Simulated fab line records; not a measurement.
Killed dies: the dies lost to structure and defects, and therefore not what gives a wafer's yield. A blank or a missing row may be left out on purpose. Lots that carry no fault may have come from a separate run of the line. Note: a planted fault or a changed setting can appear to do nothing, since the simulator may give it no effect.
fab line records	flow n5_finfet
record lots=5	wafers=15	last_day=16
route steps=1938 shown BEOL_M1@818 BEOL_M2@841 PASSIVATION@1936
lots that met no fault: from a run of the same line without faults
start_h: start of the lot's first displayed wafer, in hours after the record's first day	wait_h: time in hours since the lot's previous step	" unchanged from the row above	L1.1+2: a single row standing in for several wafers	- no value present, or no start provided	* or withheld: withheld	< > ~ a bound
route shown NAME@n: a module of which the file shows steps, and the number in the route of the first	usual: average and standard deviation across the fault-free wafers	same: alike in all rows	chamber/n: place in a boat	sites: readings site by site	_std_site: the standard deviation of these	_edge_site: the outer-site mean with the inner-site mean subtracted	radius_mm: for every site, how far away it sits from the centre of the wafer	mask NAME#n: copy n	behind: the most recent tool/chamber to have shaped the wafer	hold: what put the lot on hold/how long, in hours/how the hold closed	device: which transistor (n, p or np) failed to switch	end of line: tests run on the same wafers once the route is complete	a step without rows: its recipe alone	killed: dies lost to structure and defects at the first sort, not the wafer's yield	map: dies across one wafer; x = killed, . = not, _ = none there
set.NAME: setting as actually run; set.NAME@STEP: the setting as run at that earlier step	model.NAME: the simulator's own value behind a step, which no gauge read
lots seen at some steps along the route; tables by step, rows by wafer
services: a tool's chamber out of use, with start hour (start_h, from the record's first day; less than 0 if before it), hours out, and reason
## steps
# step N5_BEOL_M1_SPUTTER_81
# recipe material=Cu	target_thk_a=45	temp_c=-20	chamber_pressure_pa=0.07	power_w=withheld	time_s=8.29
# step N5_BEOL_M1_ANNEAL_82
# recipe temp_c=400	time_s=240	ambient=vacuum
# step N5_BEOL_M1_SPUTTER_86
# recipe material=Cu	target_thk_a=45	temp_c=-20	chamber_pressure_pa=0.07	power_w=withheld	time_s=8.29
# step N5_BEOL_M1_ANNEAL_87
# recipe temp_c=400	time_s=240	ambient=vacuum
# usual heater_power_w=819/90
lot.wafer	tool	chamber	start_h	wait_h	heater_power_w
L595.1	pvd_sputter-02	-	136.72	0.0	854
L595.2	"	-	"	"	845
L595.6	"	-	"	"	999
L598.1	pvd_sputter-01	-	159.97	0.0	709
L598.3	"	-	"	"	912
L598.5	"	-	"	"	843
L605.1	pvd_sputter-01	-	206.39	0.1	745
L605.4	"	-	"	"	688
L605.5	"	-	"	"	685
L608.2	pvd_sputter-01	-	219.67	0.0	833
L608.3	"	-	"	"	932
L608.5	"	-	"	"	913
L612.1	pvd_sputter-02	-	253.00	0.0	882
L612.2	"	-	"	"	841
L612.3	"	-	"	"	762
# step N5_BEOL_M1_SPUTTER_88
# recipe material=Cu	target_thk_a=45	temp_c=-20	chamber_pressure_pa=0.07	power_w=withheld	time_s=8.29
# step N5_BEOL_M1_ANNEAL_89
# recipe temp_c=400	time_s=240	ambient=vacuum
# step N5_BEOL_M1_SPUTTER_90
# recipe material=Cu	target_thk_a=45	temp_c=-20	chamber_pressure_pa=0.07	power_w=withheld	time_s=8.29
# usual throttle_valve_pct=30.0/0.99
lot.wafer	tool	chamber	start_h	wait_h	throttle_valve_pct
L595.1	pvd_sputter-02	-	137.08	0.1	30.4
L595.2	"	-	"	"	30.5
L595.6	"	-	"	"	30.2
L598.1	pvd_sputter-01	-	160.33	0.1	29.8
L598.3	"	-	"	"	30.7
L598.5	"	-	"	"	27.3
L605.1	pvd_sputter-01	-	206.84	0.1	30.6
L605.4	"	-	"	"	30.0
L605.5	"	-	"	"	29.8
L608.2	pvd_sputter-01	-	220.08	0.1	27.8
L608.3	"	-	"	"	30.5
L608.5	"	-	"	"	30.9
L612.1	pvd_sputter-02	-	253.36	0.1	30.6
L612.2	"	-	"	"	30.8
L612.3	"	-	"	"	30.4
# step N5_BEOL_M1_ANNEAL_91
# recipe temp_c=400	time_s=240	ambient=vacuum
# step N5_BEOL_M1_SPUTTER_92
# recipe material=Cu	target_thk_a=45	temp_c=-20	chamber_pressure_pa=0.07	power_w=withheld	time_s=8.29
# step N5_BEOL_M1_ANNEAL_93
# recipe temp_c=400	time_s=240	ambient=vacuum
# usual heater_power_w=818/89
lot.wafer	tool	chamber	start_h	wait_h	heater_power_w
L595.1	pvd_sputter-02	-	137.38	0.0	850
L595.2	"	-	"	"	845
L595.6	"	-	"	"	1001
L598.1	pvd_sputter-01	-	160.63	0.0	703
L598.3	"	-	"	"	915
L598.5	"	-	"	"	839
L605.1	pvd_sputter-01	-	207.22	0.1	758
L605.4	"	-	"	"	696
L605.5	"	-	"	"	676
L608.2	pvd_sputter-01	-	220.42	0.0	842
L608.3	"	-	"	"	913
L608.5	"	-	"	"	917
L612.1	pvd_sputter-02	-	253.66	0.0	856
L612.2	"	-	"	"	853
L612.3	"	-	"	"	751
# step N5_BEOL_M1_SPUTTER_94
# recipe material=Cu	target_thk_a=45	temp_c=-20	chamber_pressure_pa=0.07	power_w=withheld	time_s=8.29
# step N5_BEOL_M1_ANNEAL_95
# recipe temp_c=400	time_s=240	ambient=vacuum
# step N5_BEOL_M1_SPUTTER_96
# recipe material=Cu	target_thk_a=45	temp_c=-20	chamber_pressure_pa=0.07	power_w=withheld	time_s=8.29
# usual throttle_valve_pct=29.9/0.98
lot.wafer	tool	chamber	start_h	wait_h	throttle_valve_pct
L595.1	pvd_sputter-02	-	137.74	0.1	30.3
L595.2	"	-	"	"	30.7
L595.6	"	-	"	"	30.4
L598.1	pvd_sputter-01	-	160.99	0.1	29.8
L598.3	"	-	"	"	30.6
L598.5	"	-	"	"	27.8
L605.1	pvd_sputter-01	-	207.68	0.1	30.9
L605.4	"	-	"	"	29.9
L605.5	"	-	"	"	29.9
L608.2	pvd_sputter-01	-	220.82	0.1	27.7
L608.3	"	-	"	"	30.4
L608.5	"	-	"	"	30.5
L612.1	pvd_sputter-02	-	254.02	0.1	30.4
L612.2	"	-	"	"	30.3
L612.3	"	-	"	"	30.3
# step N5_BEOL_M1_ECD_50
# recipe material=Cu	target_thk_a=3000
# step N5_BEOL_M1_ANNEAL_51
# recipe temp_c=225	time_s=90	ambient=N2
# step N5_BEOL_M1_CMP_52
# recipe stop_on=SiOC	t_overpolish_s=6.8	down_force_psi=1	platen_rpm=50	clearing_platen_down_force_psi=1.5	clearing_platen_rpm=50	post_cmp_clean=cu_alkaline	target_thk_nm=40	clearing_platen_pad_velocity_m_s=0.99484	pad_velocity_m_s=0.99484
# step N5_BEOL_M1_PRE_CLEAN_60
# recipe gas=NH3/H2	time_s=15	temp_c=*	rf_power_w=300
# step N5_BEOL_M1_CO_CAP_55
# recipe material=Co	target_thk_a=20	temp_c=200	precursor=CCTBA/H2	pressure_torr=30	time_s=102.1
# step N5_BEOL_M1_PRE_CLEAN_56
# recipe gas=NH3	time_s=15	temp_c=withheld	rf_power_w=300
# step N5_BEOL_M1_DEP_57
# recipe material=SiCN	target_thk_a=80	temp_c=withheld	precursor=3MS/NH3	pressure_torr=3	rf_w=202	time_s=14
# step N5_BEOL_M1_RS_MEAS_58
# recipe thk_meas_gauge=four-point-probe	reads=Co_of_BEOL_M1_CO_CAP_55+Cu_of_BEOL_M1_ECD_50+Co_of_BEOL_M1_CVD_47+TaN_of_BEOL_M1_ALD_84
# usual M1_RS=0.66/0.042
lot.wafer	tool	chamber	start_h	wait_h	M1_RS[ohm/sq]
L595.1	film_metro-01	-	138.94	0.0	0.73
L595.2	"	-	"	"	0.69
L595.6	"	-	"	"	0.67
L598.1	film_metro-01	-	162.04	0.0	0.62
L598.3	"	-	"	"	0.65
L598.5	"	-	"	"	0.60
L605.1	film_metro-01	-	209.20	0.1	0.71
L605.4	"	-	"	"	0.64
L605.5	"	-	"	"	0.66
L608.2	film_metro-01	-	222.10	0.1	0.72
L608.3	"	-	"	"	0.65
L608.5	"	-	"	"	0.64
L612.1	film_metro-02	-	255.34	0.0	0.67
L612.2	"	-	"	"	0.64
L612.3	"	-	"	"	0.69
# step N5_BEOL_M2_ILD_DEP_00
# recipe material=SiOC	target_thk_a=790	temp_c=350	precursor=DEMS/O2	pressure_torr=5	rf_w=500	time_s=15.3
# step N5_BEOL_M2_THK_MEAS_01
# recipe reads=SiOC_of_BEOL_M2_ILD_DEP_00
# usual M2_ILD_THK=78.9/1.3
lot.wafer	tool	chamber	start_h	wait_h	M2_ILD_THK[nm]
L595.1	film_metro-01	-	139.07	0.0	77.7
L595.2	"	-	"	"	78.7
L595.6	"	-	"	"	79.6
L598.1	film_metro-02	-	162.17	0.0	78.0
L598.3	"	-	"	"	78.0
L598.5	"	-	"	"	79.7
L605.1	film_metro-02	-	209.34	0.1	77.4
L605.4	"	-	"	"	79.5
L605.5	"	-	"	"	79.5
L608.2	film_metro-01	-	222.23	0.1	78.5
L608.3	"	-	"	"	78.0
L608.5	"	-	"	"	80.3
L612.1	film_metro-02	-	255.47	0.0	79.9
L612.2	"	-	"	"	79.4
L612.3	"	-	"	"	77.1
# step N5_BEOL_M2_PECVD_72
# recipe material=SiO2	target_thk_a=160	temp_c=400	precursor=TEOS/O2	pressure_torr=5.5	rf_w=450	teos_flow_sccm=53.8	gas=O2	flow_sccm=3000	time_s=18
# step N5_BEOL_M2_HM_DEP_02
# recipe material=TiN	target_thk_a=200	temp_c=25	chamber_pressure_pa=0.49996
# usual throttle_valve_pct=30.0/0.91
lot.wafer	tool	chamber	start_h	wait_h	throttle_valve_pct
L595.1	pvd_sputter-03	-	141.02	1.9	30.0
L595.2	"	-	"	"	29.6
L595.6	"	-	"	"	30.0
L598.1	pvd_sputter-03	-	162.94	0.7	30.3
L598.3	"	-	"	"	28.7
L598.5	"	-	"	"	28.6
L605.1	pvd_sputter-01	-	210.71	1.3	30.7
L605.4	"	-	"	"	29.9
L605.5	"	-	"	"	30.5
L608.2	pvd_sputter-03	-	223.41	1.1	28.6
L608.3	"	-	"	"	30.0
L608.5	"	-	"	"	30.2
L612.1	pvd_sputter-03	-	257.92	2.4	29.8
L612.2	"	-	"	"	28.6
L612.3	"	-	"	"	31.2
# step N5_BEOL_M2_COAT_61
# recipe resist=SOC	temp_c=250	time_s=60	spin_rpm=1500	resist_thk_nm=60
# step N5_BEOL_M2_COAT_62
# recipe resist=SiARC	temp_c=220	time_s=60	spin_rpm=1500	resist_thk_nm=12
# step N5_BEOL_M2_COAT_73
# recipe resist=underlayer	temp_c=205	time_s=60	spin_rpm=1500	resist_thk_nm=5
# step N5_BEOL_M2_COAT_05
# recipe resist=CAR-EUV	spin_rpm=1500	resist_thk_nm=30
# step N5_BEOL_M2_EBR_07
# recipe solvent=PGMEA	ebr_width_mm=1.5
# step N5_BEOL_M2_SOFTBAKE_06
# recipe temp_c=110	time_s=60	resist=CAR-EUV
# step N5_BEOL_M2_EXPOSE_08
# recipe mask_id=M2	na=0.33	source_shape=dipole	sigma_inner=0.369	sigma_outer=0.767	polarization=unpolarized	dose_mj=41.25
# step N5_BEOL_M2_PEB_09
# recipe peb_temp_c=100	peb_time_s=60	resist=CAR-EUV
# step N5_BEOL_M2_DEVELOP_10
# recipe develop_time_s=30	developer=TMAH	resist=CAR-EUV	rinse_liquid=surfactant_rinse	dry=air_spin	dev_temp_c=23
# step N5_BEOL_M2_CD_MEAS_11
# recipe target_cd_nm=16.79	landing_energy_ev=500	detector=se_inlens	polarity=opening
# usual cd_nm=16.91/0.25
lot.wafer	tool	chamber	start_h	wait_h	cd_nm
L595.1	cd_sem-02	0	141.41	-	17.05
L595.2	"	0	"	"	16.71
L595.6	"	0	"	"	16.86
L598.1	cd_sem-01	0	163.46	-	16.88
L598.3	"	0	"	"	16.69
L598.5	"	0	"	"	17.00
L605.1	cd_sem-02	0	211.12	-	16.96
L605.4	"	0	"	"	17.36
L605.5	"	0	"	"	17.15
L608.2	cd_sem-03	0	223.80	-	17.08
L608.3	"	0	"	"	16.98
L608.5	"	0	"	"	17.02
L612.1	cd_sem-03	0	258.44	-	16.97
L612.2	"	0	"	"	17.16
L612.3	"	0	"	"	16.72
# step N5_BEOL_M2_OVL_MEAS_12
# recipe points_per_wafer=522
# usual M2_OVL=0.2/0.67
lot.wafer	tool	chamber	start_h	wait_h	M2_OVL[nm]
L595.1	overlay-01	0	141.44	0.0	-0.5
L595.2	"	0	"	"	-0.1
L595.6	"	0	"	"	-0.2
L598.1	overlay-01	0	163.49	0.0	0.0
L598.3	"	0	"	"	0.3
L598.5	"	0	"	"	0.1
L605.1	overlay-01	0	211.15	0.0	0.0
L605.4	"	0	"	"	-0.7
L605.5	"	0	"	"	0.0
L608.2	overlay-02	0	223.84	0.0	-0.6
L608.3	"	0	"	"	0.2
L608.5	"	0	"	"	-0.1
L612.1	overlay-01	0	258.47	0.0	0.4
L612.2	"	0	"	"	1.4
L612.3	"	0	"	"	1.1
# step N5_BEOL_M2_DESCUM_16
# recipe chemistry=O2	time_s=7	source_power_w=50	bias_power_w=20	pressure_mtorr=20	rf_frequency_hz=2.712e+07	temp_c=40	resist=CAR-EUV	o2_flow_sccm=225
# step N5_BEOL_M2_ETCH_74
# recipe chemistry=N2/H2	target=underlayer	target_depth_a=65	mask_material=CAR-EUV	time_s=5.2	ion_energy_ev=200	pressure_mtorr=30	source_w=840	bias_w=150	n2_flow_sccm=200	h2_flow_sccm=200	ends=cleared
# usual drypump_motor_current_A=6.0/0.41	etch_rf_on_time_s=5.29/0.15	oes_product_au=0.65/0.071	rf_vpp_V=524.1/2.5	showerhead_plenum_p_Torr=2.56/0.081	throttle_valve_pct=17.91/0.22
lot.wafer	tool	chamber	start_h	wait_h	drypump_motor_current_A	etch_rf_on_time_s	oes_product_au	rf_hours_counter_h	rf_vpp_V	showerhead_plenum_p_Torr	throttle_valve_pct
L595.1	rie_diel-06	0	141.98	0.0	6.0	5.14	0.78	14	529.6	2.70	17.82
L595.2	"	2	"	"	5.9	5.38	0.60	230	522.8	2.50	18.01
L595.6	"	2	"	"	5.9	5.42	0.59	-	522.7	2.50	18.01
L598.1	rie_diel-04	3	163.69	0.0	6.3	5.20	0.60	216	526.9	2.62	17.73
L598.3	"	0	"	"	6.0	5.64	0.61	185	520.5	2.42	17.75
L598.5	"	2	"	"	5.5	5.16	0.71	-	520.3	2.48	17.71
L605.1	rie_diel-04	1	211.29	0.0	6.6	5.35	0.60	211	526.6	2.64	18.04
L605.4	"	3	"	"	6.3	5.19	0.59	233	524.7	2.62	17.73
L605.5	"	1	"	"	6.6	5.36	0.60	-	526.8	2.64	18.05
L608.2	rie_diel-04	1	223.96	0.0	6.6	5.40	0.61	216	526.9	2.64	18.07
L608.3	"	2	"	"	5.6	5.11	0.69	74	524.1	2.47	17.77
L608.5	"	2	"	"	5.5	5.13	0.68	-	523.0	2.47	17.78
L612.1	rie_diel-04	2	258.60	0.0	5.5	5.07	0.68	84	520.5	2.47	17.81
L612.2	"	1	"	"	6.6	5.39	0.60	227	524.8	2.63	18.10
L612.3	"	3	"	"	6.3	5.18	0.59	250	523.7	2.61	17.77
# step N5_BEOL_M2_ETCH_63
# recipe chemistry=CF4	target=SiARC	target_depth_a=156	mask_material=CAR-EUV	time_s=26	ion_energy_ev=80	pressure_mtorr=40	source_w=545	bias_w=36	Ar_flow_sccm=100	cf4_flow_sccm=100	ends=cleared
# step N5_PASSIVATION_PROBE_49
# usual defect_limited_yield=91.2/1.5	killed_at_M0_to_M3=31/10	killed_at_M4_up=15/5.9	killed_at_contacts=13/6	killed_at_front_end=41/11	killed_at_other=4/3.1	killed_dies=104/18	killed_open=68/13	killed_short=33/8.1	sort_bin_5_function=5.1/1.1	sort_bin_6_memory=3.2/0.69	sort_n_pass=1076/18	sort_yield_pct=91.2/1.5
# same gross_dies=1180	killed_at_back_side=0	sort_bin_4_leakage[%]=0	sort_bin_8_speed[%]=0
lot.wafer	tool	chamber	start_h	wait_h	defect_limited_yield[%]	killed_at_M0_to_M3	killed_at_M4_up	killed_at_contacts	killed_at_front_end	killed_at_other	killed_dies	killed_open	killed_short	sort_bin_5_function[%]	sort_bin_6_memory[%]	sort_n_pass	sort_yield_pct[%]
L598.1	prober-01	-	295.38	0.0	90.7	36	10	12	49	3	110	78	30	5.5	3.4	1070	90.7
L598.3	prober-01	-	295.48	0.1	91.4	27	23	10	34	8	102	71	27	4.9	3.3	1078	91.4
L598.5	prober-01	-	295.58	0.2	91.8	35	10	20	30	2	97	72	21	5.3	2.6	1083	91.8
L605.1	prober-01	-	342.96	0.6	91.4	29	11	15	41	6	102	68	33	6.4	1.9	1078	91.4
L608.2	prober-01	-	372.33	0.1	93.2	27	7	3	41	2	80	42	30	3.3	2.5	1100	93.2
L608.3	prober-01	-	372.38	0.1	93.1	25	12	6	35	3	81	42	39	3.8	2.8	1099	93.1
L608.5	prober-01	-	372.48	0.2	92.5	41	10	13	24	0	88	57	21	4.2	2.3	1092	92.5
L612.1	prober-01	-	381.15	0.0	90.2	44	4	2	57	9	116	69	46	5.6	3.8	1064	90.2
L612.2	prober-01	-	381.20	0.1	90.9	26	4	17	47	13	107	71	36	5.3	3.6	1073	90.9
L612.3	prober-01	-	381.25	0.1	84.7	135	5	6	34	1	181	42	24	9.0	3.9	999	84.7
# killed by level:class
L598.1 FIN_SAQP:geometric_particle:open=20 MOL_CONTACT_COAG:geometric_particle:open=10 BEOL_M0_SAQP:geometric_particle:open=9 BEOL_M1:geometric_particle:open=9 BEOL_M0_SAQP:geometric_particle:short=7 FIN_SAQP:geometric_particle:short=6 DUMMY_GATE:geometric_particle:open=5 BEOL_M2:geometric_particle:open=5
L598.3 BEOL_M4:geometric_particle:open=12 MOL_CONTACT_COAG:geometric_particle:open=8 FIN_SAQP:geometric_particle:open=7 BEOL_M1:geometric_particle:open=5 MIM_TOP_ETCH:geometric_particle:open=5 STARTING-WAFER:geometric_particle:short=5 DUMMY_GATE:geometric_particle:open=4 GATE_CUT:geometric_particle:open=4
L598.5 MOL_CONTACT_COAG:geometric_particle:open=18 BEOL_M3:geometric_particle:open=11 BEOL_M2:geometric_particle:open=9 FIN_SAQP:geometric_particle:open=6 BEOL_M0_SAQP:geometric_particle:open=6 BEOL_M4:geometric_particle:open=5 BEOL_M0_SAQP:geometric_particle:short=4 HKMG_FIN:area_etch=4
L605.1 MOL_CONTACT_COAG:geometric_particle:open=14 FIN_SAQP:geometric_particle:open=11 FIN_SAQP:geometric_particle:short=11 BEOL_M4:geometric_particle:open=8 BEOL_M1:geometric_particle:open=7 BEOL_M0_SAQP:geometric_particle:short=6 BEOL_M0_SAQP:geometric_particle:open=6 DUMMY_GATE:geometric_particle:open=5
L608.2 FIN_SAQP:geometric_particle:short=9 BEOL_M1:geometric_particle:open=9 HKMG_FIN:area_etch=8 FIN_SAQP:geometric_particle:open=6 BEOL_M0_SAQP:geometric_particle:short=6 DUMMY_GATE:geometric_particle:open=4 BEOL_M4:geometric_particle:open=4 GATE_CUT:geometric_particle:short=3
L608.3 FIN_SAQP:geometric_particle:short=9 GATE_CUT:geometric_particle:short=9 FIN_SAQP:geometric_particle:open=8 BEOL_M0_SAQP:geometric_particle:short=7 BEOL_M4:geometric_particle:open=6 MOL_CONTACT_COAG:geometric_particle:open=5 STI_FIN_REVEAL:geometric_particle:open=4 BEOL_M2:geometric_particle:open=4
L608.5 BEOL_M3:geometric_particle:open=13 MOL_CONTACT_COAG:geometric_particle:open=11 BEOL_M0_SAQP:geometric_particle:open=9 HKMG_FIN:area_etch=9 BEOL_M0_SAQP:geometric_particle:short=6 FIN_SAQP:geometric_particle:open=4 BEOL_M1:geometric_particle:open=4 STI_FIN_REVEAL:geometric_particle:open=3
L612.1 FIN_SAQP:geometric_particle:open=16 BEOL_M0_SAQP:geometric_particle:short=16 STI_FIN_REVEAL:geometric_particle:open=15 FIN_SAQP:geometric_particle:short=8 DUMMY_GATE:geometric_particle:open=6 ILD0:geometric_particle:short=6 BEOL_M0_SAQP:geometric_particle:open=5 BEOL_M0:geometric_particle:open=5
L612.2 MOL_CONTACT_COAG:geometric_particle:open=16 FIN_SAQP:geometric_particle:open=10 STI_FIN_REVEAL:geometric_particle:open=9 BEOL_M2:geometric_particle:open=6 PASS1_CAP:geometric_particle:short=6 STARTING-WAFER:geometric_particle:short=6 FIN_SAQP:geometric_particle:short=5 BEOL_M1:geometric_particle:open=5
L612.3 BEOL_M1:unspecified=115 BEOL_M0_SAQP:geometric_particle:open=9 FIN_SAQP:geometric_particle:short=8 FIN_SAQP:geometric_particle:open=7 STI_FIN_REVEAL:geometric_particle:open=6 MOL_CONTACT_COAG:geometric_particle:open=5 DUMMY_GATE:geometric_particle:open=4 BEOL_M0:geometric_particle:short=4
# map L612.3 (x killed, . not)
_________________.........xx.________________
______________.................._____________
___________......x.................__________
__________.x..x........x...x........_________
________x.x..........................._______
_______............x...x...............______
______.................................._____
_____x..............x......x...x.........____
____x.....................................___
___.........x..........xx.x................__
___.xx.................xxxxx...............__
__...............x.xx..xx.xx................_
__...................xx.xx.xx..............._
_..x..x.....x.....xxxxxxxxxxxxx..............
_x.x..............xxxxxxxxxx.xx.x............
_.................x.xxxxxxxxxxxxx.....x......
_.........x...xxx.xxxxxxxxxxxxx..........x...
_.................xxxxxxxxxxxxxx.............
_...............x..xxxxxxxxxxx........x....x.
_.................xxxxxxxxxx...xx.....x......
_.......x.......x......xxxxxxx...............
__.........x..x.....x..x.xx..x.............._
__xx................................x......._
___............x..........x................__
___.............................x..........__
____....x.....xx..............x......x...x___
_____........x...........................____
______.................................._____
_______................................______
________..............x..............x_______
__________.........................x_________
___________..............x...x.....__________
______________.......x..x......._____________
_________________............________________
# map L595.6 (x killed, . not)
_________________......x.....________________
______________.................._____________
___________.x.....x................__________
__________......x........x...x......_________
________......................xx......_______
_______.....x....x............x........______
______..............x....x.............._____
_____......x...x.......x..............x..____
____...............x.......x...xx...x.....___
___..............xx......x...........x.....__
___............x.........................x.__
__.........xxx...x....xx..xxx.............x._
__.x.......x..x.....x......................x_
_...x...........................x............
_....................x.....x.x...x..x........
_...x.................xx...x...x.x...x..x....
_................x............x..............
_......x............x.............xx.........
_...........x....x......x....x..x............
_.x........................x...........x.x...
_................x....x...x..x......x........
__...x..............xx.....x................_
__.x.....xx..........x.x...................._
___......................x.....x...........__
___......x.x...............................__
____......x...................x..........x___
_____.........................x.x........____
______..............x....x.x......x....._____
_______..xx......x........x............______
________.....x....x......xx.....x...x._______
__________..x.x....x.......x........_________
___________................x.......__________
______________..........xx......_____________
_________________..x.........________________
## services
tool	chamber	start_h	hours	kind
rie_diel-06	1	145.99	-	clean
rie_diel-06	1	145.99	-	consumable_replace:focus_ring
rie_diel-06	1	145.99	13.5	scheduled_down
rie_diel-06	1	145.99	13.5	vent_cycle
rie_diel-06	2	190.81	-	clean
rie_diel-06	2	190.81	-	consumable_replace:focus_ring
rie_diel-06	2	190.81	14.4	scheduled_down
rie_diel-06	2	190.81	14.4	vent_cycle
rie_diel-06	-	225.12	1.1	repair
## key
first_sign step=N5_PASSIVATION_PROBE_49	reading=killed_at_M0_to_M3	direction=up	sigmas=10	usual=31	struck=135
effect step=N5_PASSIVATION_PROBE_49	reading=defect_limited_yield	direction=down	sigmas=4.3	usual=91.2	struck=84.7
more_kills_born_at N5_BEOL_M1_SPUTTER_96@pvd_sputter-02=115
met_at N5_BEOL_M1_SPUTTER_96
struck_wafers L612.3
fault kind=chamber_particle_source	tool=pvd_sputter-02	chamber=-	onset_h=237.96	steps=N5_BEOL_M1_SPUTTER_96	rate_per_visit_cm2=0.69378	end_h=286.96	scope=struck_wafers_only
